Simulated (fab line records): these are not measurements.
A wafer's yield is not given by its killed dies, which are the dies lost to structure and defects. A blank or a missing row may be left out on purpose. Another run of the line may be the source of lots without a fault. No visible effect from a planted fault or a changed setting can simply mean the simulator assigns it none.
Chamber matching | flow nandHarc | NHARC_THIN_TSV_CMP_01 on cmp-04 has 4 sister chambers
The step polishes. 8 wafers are shown with their chamber, then 9 later ones without.

== WAFERS, EACH WITH ITS CHAMBER ==
wafer  | chamber | motorCurrentA (A)
L083.2 | 2       | 12.2
L083.4 | 1       | 11.0
L090.1 | 3       | 14.0
L090.3 | 0       | 11.2
L090.5 | 1       | 11.1
L091.1 | 2       | 12.0
L091.5 | 0       | 10.8
L091.6 | 3       | 13.4

== WAFERS WITH NO CHAMBER GIVEN ==
wafer  | motorCurrentA (A)
L092.1 | 11.8
L092.5 | 13.7
L092.6 | 11.7
L094.1 | 10.8
L094.2 | 13.7
L094.3 | 10.9
L094.4 | 11.3
L094.5 | 11.0
L094.6 | 13.9

== EACH ONE'S CHAMBER ==
wafer  | from the rows above          | in truth
L092.1 | can't be placed: 2 or 1 or 0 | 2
L092.5 | 3                            | 3
L092.6 | can't be placed: 2 or 1 or 0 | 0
L094.1 | can't be placed: 0 or 1      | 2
L094.2 | 3                            | 3
L094.3 | can't be placed: 0 or 1      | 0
L094.4 | can't be placed: 1 or 0      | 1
L094.5 | can't be placed: 0 or 1      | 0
L094.6 | 3                            | 3
Correctly placed: 3 of 9. From these rows, 6 cannot be placed; in 5 the true chamber is one of the candidates. Number placed wrongly: 0.
How it was worked out, from the rows above alone: a wafer's distance from a chamber is the root of the sum, over the readings, of the square of ((its reading less the chamber's mean) divided by the reading's scatter). The wafer belongs to the nearest chamber; if the next one is less than 2 further off, it can't be placed. For every chamber, the mean is computed from those of its wafers that are shown. How the scatter is found: for the shown wafers, subtract from each reading the mean of its chamber, square and add these, divide the total by (wafers less chambers), then take the root.
